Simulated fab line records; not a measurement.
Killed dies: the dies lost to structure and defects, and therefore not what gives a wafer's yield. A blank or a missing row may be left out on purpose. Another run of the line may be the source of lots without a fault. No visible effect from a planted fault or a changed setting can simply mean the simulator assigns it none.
Comparing a struck lot with a sound one || flow nand_harc || 14 steps out of a route of 1302
Sound: these wafers, L328.4, L328.5, L328.6. Wafers L338.4, L338.5, L338.6 were the ones struck. The cause is named last.
Order at every step that has rows: each side's tool, ch and its chambers, its first start. Under that, the readings that differ: sound wafers || struck wafers || difference of the means || sigmas: that difference in standard deviations of wafers without a fault.
alike: readings with means less than 2 such deviations apart, plus words and numbers identical on both sides. not compared: withheld readings, readings lacking a value on some wafer, bounds such as >300 that could conceal the same value, and numbers that have no deviation in the record and whose values overlap.
Wherever a step has rows on one side only, a row that says differs or no value, or a row with sigmas, the two part there. When numbers do not overlap yet have no deviation, they are printed without sigmas and do not part them. A reading missing from all wafers of one side parts the sides only when that side holds two or more wafers.

NHARC_A_DECK1_JOINT_THK_MEAS_17: measures by ellipsometry.
  sound on film_metro-02 at day 15 09:57; struck on film_metro-02 at day 19 15:44
  alike: thk_nm
NHARC_A_DECK1_JOINT_INSPECT_05:
  sound on defect_inspect-01 at day 15 09:59; struck on defect_inspect-02 at day 19 15:46
  alike: raw_defect_count
then, no rows for these wafers at 1 step: NHARC_A_ONON_D2_DEP_00 (target thk 1000 nm).
NHARC_A_ONON_D2_THK_MEAS_02: measures by ellipsometry.
  sound on film_metro-02 at day 15 10:34; struck on film_metro-02 at day 19 16:20
  alike: thk_nm
then, no rows for these wafers at 1 step: NHARC_A_ONON_D2_DEP_03 (target thk 1000 nm).
NHARC_A_ONON_D2_THK_MEAS_05: measures by ellipsometry.
  sound on film_metro-02 at day 15 11:08; struck on film_metro-02 at day 19 16:55
  alike: thk_nm
then, no rows for these wafers at 1 step: NHARC_A_ONON_D2_DEP_06 (target thk 1000 nm).
NHARC_A_ONON_D2_THK_MEAS_08: measures by ellipsometry.
  sound on film_metro-01 at day 15 11:41; struck on film_metro-01 at day 19 17:29
  alike: thk_nm
then, no rows for these wafers at 1 step: NHARC_A_ONON_D2_DEP_09 (target thk 1000 nm).
NHARC_A_ONON_D2_THK_MEAS_11: measures by ellipsometry.
  sound on film_metro-01 at day 15 12:15; struck on film_metro-01 at day 19 18:02
  alike: thk_nm
then, no rows for these wafers at 1 step: NHARC_A_ONON_D2_DEP_12 (target thk 1000 nm).
NHARC_A_ONON_D2_THK_MEAS_14: measures by ellipsometry.
  sound on film_metro-01 at day 15 12:50; struck on film_metro-02 at day 19 18:36
  alike: thk_nm
NHARC_A_ONON_D2_ANNEAL_15: time 3600 s.
  struck on furnace-08, day 19 22:17; sound on furnace-06 ch 0, day 15 15:51
  no value came back on the struck wafers for run_length_s (s), spike_tc_bottom_C (C), spike_tc_lower_C (C), zone_power_bottom_pct (%); on the sound wafers run_length_s (s) reads 3616 3616 3616
then, no rows for these wafers at 1 step: NHARC_A_ONON_D2_DEP_16 (target thk 1000 nm).

WHERE THEY PART
NHARC_A_ONON_D2_ANNEAL_15 only, going by this record.

WHY: the cause the simulator had injected
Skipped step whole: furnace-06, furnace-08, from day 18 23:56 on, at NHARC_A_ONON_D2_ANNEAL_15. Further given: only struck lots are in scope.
